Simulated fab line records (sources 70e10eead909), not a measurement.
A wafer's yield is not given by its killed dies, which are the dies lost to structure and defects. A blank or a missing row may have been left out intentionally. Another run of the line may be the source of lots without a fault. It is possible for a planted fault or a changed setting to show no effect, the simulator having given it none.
Which tool was responsible?	flow nand harc	20 wafers from 7 lots sampled at 4 of the route's 1302 steps

== WHAT THE GAUGES SHOWED, per wafer ==
NHARC_A_ONON_D2_THK_MEAS_02: measures by ellipsometry.
lot	measured	on	thk nm (nm)
L776	day 13 00:10	film metro-02	1005 1006 1007
L779	day 14 02:52	film metro-01	1002 999 1001
L781	day 14 23:58	film metro-02	1885 1007 1005
L784	day 16 03:35	film metro-01	1878 1000
L793	day 20 06:52	film metro-02	972 972 974
L794	day 20 19:55	film metro-02	1006 1005 1003
L798	day 22 05:46	film metro-01	989 989 987

== TOOL THAT RAN EACH LOT (tool first, then ch and the chambers of the sampled wafers, then the start) ==
lot	NHARC_A_CHANNEL_FILL_D1_STRIP_28	NHARC_A_CHANNEL_FILL_D1_CMP_10	NHARC_A_ONON_D2_DEP_00
L776	rie diel-03 ch 2,3, day 10 11:37	cmp-02 ch 0,1, day 11 13:01	pecvd onon-03 ch 0, day 12 23:40
L779	rie diel-01 ch 0,1,2, day 11 10:43	cmp-04 ch 0,1,3, day 12 16:10	pecvd onon-03 ch 0, day 14 02:32
L781	rie diel-01 ch 0,1,2, day 12 11:06	cmp-03 ch 1,2,3, day 13 10:24	pecvd onon-03 ch 0, day 14 23:27
L784	rie diel-08 ch 1,2, day 13 15:08	cmp-04 ch 0,2, day 14 16:10	pecvd onon-03 ch 0, day 16 03:08
L793	rie diel-08 ch 0,1, day 17 13:05	cmp-04 ch 1,2,3, day 18 13:19	pecvd onon-03 ch 0, day 20 06:21
L794	rie diel-08 ch 0,2, day 18 07:09	cmp-04 ch 0,3, day 19 07:46	pecvd onon-03 ch 0, day 20 19:27
L798	rie diel-03 ch 2,3, day 19 17:16	cmp-02 ch 1,2,3, day 20 20:16	pecvd onon-03 ch 0, day 22 05:16
- NHARC_A_CHANNEL_FILL_D1_STRIP_28: strips in O2, time 20 s.
- NHARC_A_CHANNEL_FILL_D1_CMP_10: polishes, target thk 150 nm.
- NHARC_A_ONON_D2_DEP_00: target thk 1000 nm.

== THE ANSWER, worked out from the rows above alone ==
Rule: usual is defined by the lots themselves. Put in order of their means at a reading, lots are off if they are a third of the lots or fewer, leave a main group of 4 or more, and stand apart from it by a gap of 3 or more times the standard deviation of the main group's means; of several such gaps the widest counts. If all means in a main group match to the digits the tables above print for the reading, that group is not used. Also off: a lot with no number at a reading for which 4 or more lots have one. All remaining lots with rows at the step are treated as sound.
Off: L781, L784, at NHARC_A_ONON_D2_THK_MEAS_02 (thk nm). The main group: mean 994 nm, standard deviation 13.
A tool fits if, at a process step before that reading, it ran every lot that is off, and no sound lot after the first of them. The gauges at NHARC_A_ONON_D2_THK_MEAS_02 are tried like those tools. Of those tried, none fits.

== WHAT WAS PUT IN BY THE SIMULATOR ==
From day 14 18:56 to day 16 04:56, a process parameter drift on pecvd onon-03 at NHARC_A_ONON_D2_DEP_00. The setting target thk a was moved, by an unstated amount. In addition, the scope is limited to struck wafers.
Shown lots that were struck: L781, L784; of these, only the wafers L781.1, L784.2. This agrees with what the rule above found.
